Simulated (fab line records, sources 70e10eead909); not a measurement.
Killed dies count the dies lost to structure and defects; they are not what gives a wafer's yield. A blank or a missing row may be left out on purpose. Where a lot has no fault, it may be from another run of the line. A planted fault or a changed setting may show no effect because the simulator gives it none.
Which tool did it? | flow nandHarc | 14 lots, 42 wafers sampled, at 4 steps of a route of 1302

== WHAT EACH GAUGE READ, for each wafer ==
NHARC_END_SORT_01. Usual: killedAtArray 59, standard deviation 16; killedAtOther 0.8, standard deviation 1.1; killedAtPeriphery 3.6, standard deviation 2.4; killedDies 64, standard deviation 16; killedOpen 3.4, standard deviation 1.8; killedShort 2.5, standard deviation 1.6.
lot  | measured     | on        | killedAtArray | killedAtOther | killedAtPeriphery | killedDies  | killedOpen | killedShort | flag
L885 | day 28 12:52 | prober-02 | 134 136 137   | 1 3 2         | 10 6 6            | 145 145 145 | 2 7 3      | 1 2 2       | OFF
L887 | day 30 02:42 | prober-02 | 148 152 138   | 0 0 1         | 4 2 2             | 152 154 141 | 4 4 0      | 0 4 2       | OFF

== WHAT TOOL EACH LOT RAN ON (gives the tool, then ch and the chambers of the sampled wafers, and finally the start) ==
lot  | NHARC_A_ONON_D1_DEP_16          | NHARC_A_BONDPAD_CMP_19        | NHARC_THIN_TSV_PRE_CLEAN_54
L877 | pecvdOnon-04 ch 0, day 7 23:26  | cmp-03 ch 2,3, day 23 09:32   | pvdSputter-02, day 24 03:33
L878 | pecvdOnon-03 ch 0, day 8 18:18  | cmp-01 ch 1,2,3, day 23 22:28 | pvdSputter-03, day 24 17:01
L879 | pecvdOnon-04 ch 0, day 8 22:09  | cmp-01 ch 0,3, day 24 00:40   | pvdSputter-02, day 24 18:24
L880 | pecvdOnon-03 ch 0, day 9 03:47  | cmp-01 ch 0,1,3, day 24 04:25 | pvdSputter-02, day 24 22:30
L881 | pecvdOnon-02 ch 0, day 9 17:44  | cmp-03 ch 1,3, day 24 14:45   | pvdSputter-02, day 25 08:26
L885 | pecvdOnon-02 ch 0, day 12 01:28 | cmp-03 ch 0,1, day 27 04:37   | pvdSputter-01, day 27 23:57
L887 | pecvdOnon-02 ch 0, day 12 14:02 | cmp-03 ch 0,1,3, day 28 11:19 | pvdSputter-03, day 29 06:05
L892 | pecvdOnon-02 ch 0, day 15 01:16 | cmp-01 ch 0,1,3, day 30 14:16 | pvdSputter-01, day 31 08:10
L893 | pecvdOnon-02 ch 0, day 15 05:31 | cmp-01 ch 1,2, day 30 09:52   | pvdSputter-02, day 31 03:26
L896 | pecvdOnon-03 ch 0, day 16 00:43 | cmp-01 ch 0,2,3, day 31 05:14 | pvdSputter-03, day 31 23:10
L897 | pecvdOnon-03 ch 0, day 16 10:24 | cmp-03 ch 0,1,2, day 31 08:10 | pvdSputter-02, day 32 08:19
L898 | pecvdOnon-02 ch 0, day 16 20:26 | cmp-04 ch 0,1, day 32 05:54   | pvdSputter-02, day 33 00:56
L899 | pecvdOnon-02 ch 0, day 17 16:15 | cmp-04 ch 1,2,3, day 32 07:09 | pvdSputter-01, day 33 02:22
L900 | pecvdOnon-04 ch 0, day 17 16:24 | cmp-01 ch 1,2, day 32 16:53   | pvdSputter-02, day 33 10:48
- NHARC_A_ONON_D1_DEP_16: target thk 1000 nm.
- NHARC_A_BONDPAD_CMP_19: polishes, t overpolish 30 s, cu recess touch 16 s, target thk 169.82 nm.
- NHARC_THIN_TSV_PRE_CLEAN_54: time 30 s.

== AS READ BY THE TOOLS THEMSELVES (means over the sampled wafers that have a number; for cases with no such wafer, the mark the record gives instead) ==
NHARC_A_BONDPAD_CMP_19. Usual: motorCurrentA 12.0 A, standard deviation 0.99; overpolishRunS 30.001 s, standard deviation 0.0098.
lot  | tool   | motorCurrentA (A) | overpolishRunS (s) | flag
L877 | cmp-03 | 11.0              | 29.995             | 
L878 | cmp-01 | 11.8              | 30.013             | 
L879 | cmp-01 | 11.6              | 30.004             | 
L880 | cmp-01 | 11.7              | 30.003             | 
L881 | cmp-03 | 12.7              | 30.005             | 
L885 | cmp-03 | 12.3              | 30.004             | 
L887 | cmp-03 | 12.3              | 30.007             | 
L892 | cmp-01 | 11.5              | 29.998             | 
L893 | cmp-01 | 12.4              | 29.996             | 
L896 | cmp-01 | 12.1              | 30.005             | 
L897 | cmp-03 | 12.0              | 29.991             | 
L898 | cmp-04 | 12.8              | 30.006             | 
L899 | cmp-04 | 11.6              | 29.997             | 
L900 | cmp-01 | 11.3              | 30.001             | 

NHARC_THIN_TSV_PRE_CLEAN_54. Usual: heaterPowerW reads 435 W (standard deviation 43).
lot  | tool          | heaterPowerW (W) | flag
L877 | pvdSputter-02 | 460              | 
L878 | pvdSputter-03 | 410              | 
L879 | pvdSputter-02 | 465              | 
L880 | pvdSputter-02 | 459              | 
L881 | pvdSputter-02 | 453              | 
L885 | pvdSputter-01 | 469              | 
L887 | pvdSputter-03 | 402              | 
L892 | pvdSputter-01 | 445              | 
L893 | pvdSputter-02 | 444              | 
L896 | pvdSputter-03 | 380              | 
L897 | pvdSputter-02 | 449              | 
L898 | pvdSputter-02 | 470              | 
L899 | pvdSputter-01 | 390              | 
L900 | pvdSputter-02 | 451              | 

== THE ANSWER, worked out from the rows above alone ==
Rule: a lot counts as off when the mean over its wafers that have a number is more than 3 standard deviations away from the usual mean. A lot without any number at a reading at which 4 lots or more have one is off too. The other lots that the step has rows for count as sound. The gauges are gone through in route order, then the tools' own readings, and for those a lot's mean is taken as printed above. The first step at which some lot is off is used, and at that step the reading that is off furthest; a lot without a number counts as furthest.
Off at NHARC_END_SORT_01 (killedAtArray): L885, L887. Neither off nor sound, because the step has no rows for them: L877, L878, L879, L880, L881, L892, L893, L896, L897, L898, L899, L900.
If a tool, at a process step before that reading, ran all the lots that are off and no sound lot after the first of them, it fits. Gauges at NHARC_END_SORT_01: tried the same way as those tools. Can't be told from this: 3 tools fit, pecvdOnon-02 at NHARC_A_ONON_D1_DEP_16, cmp-03 at NHARC_A_BONDPAD_CMP_19, prober-02 at NHARC_END_SORT_01.

== WHAT THE SIMULATOR HAD PUT IN ==
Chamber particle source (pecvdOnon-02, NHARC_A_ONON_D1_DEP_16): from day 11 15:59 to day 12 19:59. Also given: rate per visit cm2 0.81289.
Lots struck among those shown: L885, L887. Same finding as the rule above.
